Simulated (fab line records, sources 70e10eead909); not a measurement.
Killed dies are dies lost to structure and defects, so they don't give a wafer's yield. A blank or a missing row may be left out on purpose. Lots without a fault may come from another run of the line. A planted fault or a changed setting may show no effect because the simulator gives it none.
Chamber matching | flow nand_harc | NHARC_P_M0_PRE_CLEAN_31 on pecvd-03: 3 sister chambers
The step time 12 s. 3 wafers are shown with their chamber, then 8 later ones without.

WAFERS WITH THEIR CHAMBER
wafer  | chamber | heater_power_w (W)
L076.6 | 2       | 742
L091.5 | 1       | 500
L093.2 | 0       | 680

WAFERS WITHOUT THEIR CHAMBER
wafer  | heater_power_w (W)
L093.4 | 672
L093.5 | 832
L095.1 | 501
L095.3 | 734
L095.5 | 732
L097.1 | 527
L097.5 | 758
L097.6 | 526

WHICH CHAMBER EACH WENT THROUGH
wafer  | from the rows above     | in truth
L093.4 | can't be placed: 0 or 2 | 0
L093.5 | can't be placed: 2 or 0 | 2
L095.1 | 1                       | 1
L095.3 | can't be placed: 2 or 0 | 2
L095.5 | can't be placed: 2 or 0 | 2
L097.1 | 1                       | 1
L097.5 | can't be placed: 2 or 0 | 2
L097.6 | 1                       | 1
Placed correctly: 3 of 8. Can't be placed from these rows: 5 (the true chamber is among the candidates in 5). Placed wrongly: 0.
How it was worked out, from the rows above alone: a wafer's distance from a chamber is the root of the sum, over the readings, of the square of ((its reading less the chamber's mean) divided by the reading's scatter). The wafer belongs to the nearest chamber; if the next one is less than 2 further off, it can't be placed. A chamber's mean is the mean of its shown wafers. The scatter: with one shown wafer a chamber, the root of the mean of the squares of how far each hidden wafer lies from its nearest shown one.
